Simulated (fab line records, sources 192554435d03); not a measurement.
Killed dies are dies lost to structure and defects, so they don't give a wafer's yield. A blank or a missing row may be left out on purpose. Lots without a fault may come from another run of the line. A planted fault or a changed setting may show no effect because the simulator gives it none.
Split-lot experiment | flow n5_finfet | 7 lots, 39 wafers read, on a route of 1938 steps

THE SPLIT
At N5_DUMMY_GATE_ETCH_42 (etches SiO2 in CHF3/O2, target depth 3.5 nm, time 31 s), the setting bias_w was moved away from the recipe's 12 W on 12 of the 39 wafers read, by -15.0% to +16.2%. The other wafers ran this setting at the recipe's value.

The reading is taken at the split's own step.

THE READING
rf_vpp_V, in V, at N5_DUMMY_GATE_ETCH_42 (etches SiO2 in CHF3/O2, target depth 3.5 nm, time 31 s). Fault-free wafers of this fab line usually give 42.1 V, standard deviation 0.94 V.

wafer  | tool, chamber at the split | bias_w as run, W | against the recipe | rf_vpp_V, V | against lot-mates on the recipe
L075.1 | rie_diel-04, 1             | 13.94            | +16.2%             | 47.4        | +4.8
L075.2 | rie_diel-04, 3             | 12               | recipe             | 41.5        | -
L075.3 | rie_diel-04, 0             | 13.94            | +16.2%             | 46.6        | +4.0
L075.4 | rie_diel-04, 2             | 12               | recipe             | 42.6        | -
L075.5 | rie_diel-04, 1             | 12               | recipe             | 43.8        | -
L075.6 | rie_diel-04, 2             | 13.94            | +16.2%             | 47.2        | +4.6
L080.1 | rie_diel-05, 1             | 12               | recipe             | 41.9        | -
L080.2 | rie_diel-05, 2             | 10.83            | -9.8%              | 39.8        | -2.1
L080.3 | rie_diel-05, 0             | 12               | recipe             | 42.0        | -
L080.4 | rie_diel-05, 3             | 10.83            | -9.8%              | 39.4        | -2.5
L080.5 | rie_diel-05, 1             | 10.83            | -9.8%              | 39.0        | -2.9
L080.6 | rie_diel-05, 0             | 12               | recipe             | 41.7        | -
L085.4 | rie_diel-04, 3             | 12               | recipe             | 41.9        | -
L085.5 | rie_diel-04, 1             | 12               | recipe             | 43.0        | -
L085.6 | rie_diel-04, 2             | 12               | recipe             | 41.4        | -
L090.1 | rie_diel-04, 1             | 12               | recipe             | 43.7        | -
L090.2 | rie_diel-04, 0             | 11.34            | -5.5%              | 40.4        | -2.2
L090.3 | rie_diel-04, 3             | 11.34            | -5.5%              | 41.3        | -1.3
L090.4 | rie_diel-04, 3             | 11.34            | -5.5%              | 41.2        | -1.4
L090.5 | rie_diel-04, 1             | 12               | recipe             | 42.0        | -
L090.6 | rie_diel-04, 0             | 12               | recipe             | 42.1        | -
L091.1 | rie_diel-04, 2             | 12               | recipe             | 43.1        | -
L091.2 | rie_diel-04, 1             | 12               | recipe             | 44.0        | -
L091.3 | rie_diel-04, 3             | 12               | recipe             | 41.1        | -
L091.4 | rie_diel-04, 0             | 12               | recipe             | 40.1        | -
L091.5 | rie_diel-04, 1             | 12               | recipe             | 43.3        | -
L091.6 | rie_diel-04, 0             | 12               | recipe             | 41.6        | -
L093.1 | rie_diel-04, 2             | 12               | recipe             | 42.3        | -
L093.2 | rie_diel-04, 0             | 12               | recipe             | 42.1        | -
L093.3 | rie_diel-04, 1             | 12               | recipe             | 41.9        | -
L093.4 | rie_diel-04, 3             | 12               | recipe             | 42.5        | -
L093.5 | rie_diel-04, 0             | 12               | recipe             | 41.8        | -
L093.6 | rie_diel-04, 1             | 12               | recipe             | 42.7        | -
L095.1 | rie_diel-01, 1             | 12               | recipe             | 41.7        | -
L095.2 | rie_diel-01, 3             | 12               | recipe             | 43.1        | -
L095.3 | rie_diel-01, 2             | 10.2             | -15.0%             | 37.5        | -4.2
L095.4 | rie_diel-01, 3             | 10.2             | -15.0%             | 37.8        | -3.9
L095.5 | rie_diel-01, 2             | 10.2             | -15.0%             | 37.5        | -4.2
L095.6 | rie_diel-01, 1             | 12               | recipe             | 40.3        | -

THE FIT
A straight line over all 39 wafers: rf_vpp_V changes by +0.298 V for each +1% of bias_w; r = +0.93; the points scatter about the line by 0.83 V.
The same after taking each lot's own level away (the mean of its wafers on the recipe; 39 wafers): +0.272 V for each +1%; r = +0.92; scatter 0.79 V.
On that fit, the largest move of bias_w shifts the reading by 4.4 V.
The lots' own levels span 41.70 to 42.63 V, that is 1.0 times the standard deviation above.
So the lot-to-lot level changes the slope little: the two slopes agree.
Check: with one of the wafers moved furthest among these (+16.2%) left out of the fit, the line predicts +4.31 V for it against its lot-mates. It came out at +4.77 V against them.
Tool readings at the split's step, against how far the setting was moved: rf_vpp_V r = +0.93.

OTHER SPLITS ON THESE WAFERS
These wafers also went through other splits before the reading. Each is held against what the fit with the lots' levels taken away leaves over:
other split on the same wafers       | wafers away from the commonest value | r with rf_vpp_V (lot level and that fit taken away)
N5_DUMMY_GATE_ETCH_31 target_depth_a | 18                                   | -0.05
N5_DUMMY_GATE_ETCH_32 time_s         | 12                                   | +0.17

THE FILE'S OWN FIT
rf_vpp_V changes by +0.272 V for each +1% of bias_w, r = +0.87.
